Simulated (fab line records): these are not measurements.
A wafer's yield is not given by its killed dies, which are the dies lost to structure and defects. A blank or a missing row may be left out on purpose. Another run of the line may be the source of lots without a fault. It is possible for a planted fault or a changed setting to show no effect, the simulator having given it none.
Split-lot experiment | flow n5Finfet | 21 wafers read across 7 lots, on a route 1938 steps long

== SPLIT DETAILS ==
At N5_BEOL_M0_SAQP_ETCH_106 (etches SOC in N2/H2, stops on SiNx, target depth 150 nm), the setting targetDepthA was moved away from the recipe's 1500 angstrom on 5 of the 21 wafers read, by -8.7% to +9.6%. This setting was run at the recipe's value on the other wafers.

There is no step in the file separating the split from the reading.

== THE READING ==
SOC_of_BEOL_M0_SAQP_COAT_105.thkNm (the simulator's own value, which no gauge read), in nm, at N5_BEOL_M0_SAQP_ETCH_107 (etches SiNx in CH3F/O2, target depth 30 nm). There is no usual value for it anywhere in the file. Across the 16 wafers here that went through the recipe, the average is 12.9 nm and the standard deviation 1.3 nm.

wafer  | tool, chamber at the split | targetDepthA as run, angstrom | against the recipe | SOC_of_BEOL_M0_SAQP_COAT_105.thkNm, nm | against lot-mates on the recipe
L075.1 | rieDiel-05, 1              | 1500                          | recipe             | 14.6                                   | -
L075.2 | rieDiel-05, 3              | 1500                          | recipe             | 13                                     | -
L075.3 | rieDiel-05, 1              | 1500                          | recipe             | 14                                     | -
L076.1 | rieDiel-01, 0              | 1500                          | recipe             | 11.4                                   | -
L076.2 | rieDiel-01, 1              | 1500                          | recipe             | 12.6                                   | -
L076.6 | rieDiel-01, 0              | 1500                          | recipe             | 10.8                                   | -
L077.4 | rieDiel-05, 0              | 1500                          | recipe             | 13.4                                   | -
L077.5 | rieDiel-05, 3              | 1500                          | recipe             | 13                                     | -
L077.6 | rieDiel-05, 1              | 1500                          | recipe             | 13.8                                   | -
L080.1 | rieDiel-05, 3              | 1500                          | recipe             | 13                                     | -
L080.5 | rieDiel-05, 2              | 1557                          | +3.8%              | 6.4                                    | -7.0
L080.6 | rieDiel-05, 1              | 1500                          | recipe             | 13.8                                   | -
L085.1 | rieDiel-05, 1              | 1500                          | recipe             | 12.2                                   | -
L085.2 | rieDiel-05, 0              | 1369                          | -8.7%              | 19                                     | +7.1
L085.5 | rieDiel-05, 1              | 1500                          | recipe             | 11.6                                   | -
L095.1 | rieDiel-01, 3              | 1450                          | -3.3%              | 13                                     | +2.6
L095.3 | rieDiel-01, 2              | 1450                          | -3.3%              | 13.8                                   | +3.4
L095.6 | rieDiel-01, 3              | 1500                          | recipe             | 10.4                                   | -
L096.1 | rieDiel-03, 1              | 1500                          | recipe             | 15.4                                   | -
L096.4 | rieDiel-03, 0              | 1644                          | +9.6%              | 6                                      | -8.6
L096.6 | rieDiel-03, 0              | 1500                          | recipe             | 13.8                                   | -

THE FIT
A straight line over all 21 wafers: SOC_of_BEOL_M0_SAQP_COAT_105.thkNm changes by -0.723 nm for each +1% of targetDepthA; r = -0.83; the points scatter about the line by 1.6 nm.
The same after taking each lot's own level away (the mean of its wafers on the recipe; 21 wafers): -0.934 nm for each +1%; r = -0.95; scatter 0.96 nm.
On that fit, the largest move of targetDepthA shifts the reading by 9 nm.
From 10.40 to 14.60 nm: that is the span of the lots' own levels, equal to 3.2 times the standard deviation above.
Thus the slope moves with the lot-to-lot level: the two fits are different.
Check: for one of the wafers moved furthest among these (+9.6%), held out of the fit, the line's prediction against its lot-mates is -9.77 nm. Against them it came out at -8.6 nm.

== ADDITIONAL SPLITS CARRIED BY THESE WAFERS ==
Before the reading, these wafers also passed through other splits. Each is held against what the fit with the lots' levels taken away leaves over:
other split on the same wafers           | wafers away from the commonest value | r with SOC_of_BEOL_M0_SAQP_COAT_105.thkNm (lot level and that fit taken away)
N5_SD_EPI_P_PEB_07 pebTimeS              | 5                                    | -0.07
N5_SD_EPI_P_ETCH_36 biasW                | 8                                    | -0.01
N5_MOL_CONTACT_COAG_ETCH_106 sourceW     | 3                                    | +0.16
N5_MOL_CONTACT_COAG_COAT_64 spinRpm      | 3                                    | +0.00
N5_MOL_CONTACT_COAG_EXPOSE_37 doseMj     | 9                                    | -0.27
N5_BEOL_M0_SAQP_COAT_81 spinRpm          | 11                                   | -0.21
N5_BEOL_M0_SAQP_SPACER1_ALD_98 aldCycles | 10                                   | -0.13

== THE WHOLE CHAIN: every reading that the file lists as answering this split, in the file's order ==
step                     | what it does                                            | reading                                                                             | change (the file's fit)               | r (the file's)
N5_BEOL_M0_SAQP_ETCH_106 | etches SOC in N2/H2, stops on SiNx, target depth 150 nm | SOC_of_BEOL_M0_SAQP_COAT_105.thkNm (the simulator's own value, which no gauge read) | -0.906 nm for each +1% of the setting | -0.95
N5_BEOL_M0_SAQP_ETCH_107 | etches SiNx in CH3F/O2, target depth 30 nm              | SOC_of_BEOL_M0_SAQP_COAT_105.thkNm (the simulator's own value, which no gauge read) | -0.934 nm for each +1% of the setting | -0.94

== FILE'S OWN FIT ==
SOC_of_BEOL_M0_SAQP_COAT_105.thkNm changes by -0.934 nm for each +1% of targetDepthA, r = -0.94.
